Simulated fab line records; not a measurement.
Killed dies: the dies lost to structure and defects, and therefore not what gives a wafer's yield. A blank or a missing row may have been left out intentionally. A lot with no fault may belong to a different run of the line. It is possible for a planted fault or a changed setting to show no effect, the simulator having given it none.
Shared-tool check -- flow nandHarc -- 36 wafers sampled across 12 lots

== WHY THIS WAS OPENED ==
At NHARC_P_GATE_CD_MEAS_46 the reading cdNm is flagged on 3 of 12 lots. No-fault wafers: 721.3 nm, standard deviation 1.9.
Rule: flag the lot when none of its wafers has a number, or when each of its wafers that has one lies beyond 4 standard deviations from that mean. All remaining lots are regarded as sound.

lot,measured,on,"cdNm (nm), wafer by wafer",flag
L983,day 5 19:05,cdSem-02,722.2 719.7 721.6,
L984,day 6 06:28,cdSem-02,721.2 720.4 721.9,
L986,day 7 08:37,cdSem-02,719.8 717.8 719.1,
L989,day 8 09:52,cdSem-03,720.8 721.2 718.8,
L995,day 11 01:38,cdSem-02,792.5 826.1 740.1,FLAGGED
L996,day 11 13:31,cdSem-03,734.1 781.6 754.0,FLAGGED
L997,day 11 15:31,cdSem-03,748.5 802.0 744.4,FLAGGED
L100,day 13 02:14,cdSem-03,721.1 720.6 721.8,
L101,day 13 13:41,cdSem-02,722.0 721.9 723.3,
L103,day 14 05:50,cdSem-02,725.0 724.5 724.7,
L102,day 14 06:13,cdSem-02,720.3 722.5 720.4,
L105,day 15 02:41,cdSem-01,718.3 719.5 722.3,
The numbers of the flagged lots are 769.3 nm on average: +48.0 nm against the usual, or +25 standard deviations.

== LOT BY LOT: THE TOOL USED ==
The record holds 3 process steps before the reading, out of a route of 1302 steps. Every cell lists first the tool, next ch and the chambers used by the sampled wafers, and last the start.
lot,flag,NHARC_P_GATE_DESCUM_31,NHARC_P_GATE_HM_OPEN_105,NHARC_P_GATE_EXPOSE_43
L983,,"rieDiel-10 ch 1,2,3, day 5 07:22","rieDiel-10 ch 0,1,3, day 5 18:56 or earlier","krfScanner-03 ch 0, day 5 18:56"
L984,,"rieDiel-09 ch 2,3, day 5 18:52","rieDiel-09 ch 0,1,2, day 6 06:19 or earlier","krfScanner-04 ch 0, day 6 06:19"
L986,,"rieDiel-04 ch 0,1,2, day 6 20:51","rieDiel-04 ch 0,1,2, day 7 08:28 or earlier","krfScanner-03 ch 0, day 7 08:28"
L989,,"rieDiel-09 ch 0,2,3, day 7 22:04","rieDiel-09 ch 0,1, day 8 09:43 or earlier","krfScanner-01 ch 0, day 8 09:43"
L995,FLAGGED,"rieDiel-10 ch 1,3, day 10 13:53","rieDiel-10 ch 0,2, day 11 01:28 or earlier","krfScanner-01 ch 0, day 11 01:28"
L996,FLAGGED,"rieDiel-10 ch 2,3, day 11 01:46","rieDiel-10 ch 0,3, day 11 13:22 or earlier","krfScanner-01 ch 0, day 11 13:22"
L997,FLAGGED,"rieDiel-09 ch 1,2,3, day 11 01:34","rieDiel-09 ch 1,3, day 11 15:21 or earlier","krfScanner-01 ch 0, day 11 15:21"
L100,,"rieDiel-10 ch 0,1,2, day 12 12:24","rieDiel-10 ch 1,3, day 13 02:05 or earlier","krfScanner-04 ch 0, day 13 02:05"
L101,,"rieDiel-04 ch 2,3, day 13 01:58","rieDiel-04 ch 0,2, day 13 13:32 or earlier","krfScanner-04 ch 0, day 13 13:32"
L103,,"rieDiel-10 ch 0,2,3, day 13 17:59","rieDiel-10 ch 1,3, day 14 05:41 or earlier","krfScanner-01 ch 0, day 14 05:41"
L102,,"rieDiel-10 ch 0,1,3, day 13 18:29","rieDiel-10 ch 1,2,3, day 14 06:04 or earlier","krfScanner-04 ch 0, day 14 06:04"
L105,,"rieDiel-04 ch 0,1,2, day 14 12:41","rieDiel-04 ch 1,2,3, day 15 02:32 or earlier","krfScanner-01 ch 0, day 15 02:32"
What these steps do:
- NHARC_P_GATE_DESCUM_31: chemistry O2, time 3 s.
- NHARC_P_GATE_HM_OPEN_105: chemistry O2/COS, target depth 360 nm.
- NHARC_P_GATE_EXPOSE_43: exposes mask P NSD, target cd 720 nm.
- NHARC_P_GATE_CD_MEAS_46: target cd 720 nm.

== FLAGGED OVER TOTAL, TOOL BY TOOL (the gauges that took the reading come last) ==
step,tool,lots run,flagged,share of the flagged lots,sound lots run after its first flagged lot
NHARC_P_GATE_DESCUM_31,rieDiel-04,3,0,none,-
NHARC_P_GATE_DESCUM_31,rieDiel-09,3,1,some,0
NHARC_P_GATE_DESCUM_31,rieDiel-10,6,2,some,"3 (L100,L103,L102)"
NHARC_P_GATE_HM_OPEN_105,rieDiel-04,3,0,none,-
NHARC_P_GATE_HM_OPEN_105,rieDiel-09,3,1,some,0
NHARC_P_GATE_HM_OPEN_105,rieDiel-10,6,2,some,"3 (L100,L103,L102)"
NHARC_P_GATE_EXPOSE_43,krfScanner-01,6,3,all,"2 (L103,L105)"
NHARC_P_GATE_EXPOSE_43,krfScanner-03,2,0,none,-
NHARC_P_GATE_EXPOSE_43,krfScanner-04,4,0,none,-
NHARC_P_GATE_CD_MEAS_46,cdSem-01,1,0,none,-
NHARC_P_GATE_CD_MEAS_46,cdSem-02,7,1,some,"3 (L101,L103,L102)"
NHARC_P_GATE_CD_MEAS_46,cdSem-03,4,2,some,1 (L100)
Because NHARC_P_GATE_HM_OPEN_105 lacks a start for some lots, the hours and order of its lots are taken from NHARC_P_GATE_EXPOSE_43.

== THE TABLE: WHAT IT ALLOWS ==
In the table, 1 row covers all flagged lots: krfScanner-01 at NHARC_P_GATE_EXPOSE_43.
- krfScanner-01 at NHARC_P_GATE_EXPOSE_43: 3 of its 6 lots flagged. Sound lots ran on it after the first flagged one (L103, L105), which a lasting fault on the whole tool wouldn't allow.
There is no row in the table that ran each flagged lot and no sound lot after the first.

== WHAT THE SIMULATOR HAD INSERTED ==
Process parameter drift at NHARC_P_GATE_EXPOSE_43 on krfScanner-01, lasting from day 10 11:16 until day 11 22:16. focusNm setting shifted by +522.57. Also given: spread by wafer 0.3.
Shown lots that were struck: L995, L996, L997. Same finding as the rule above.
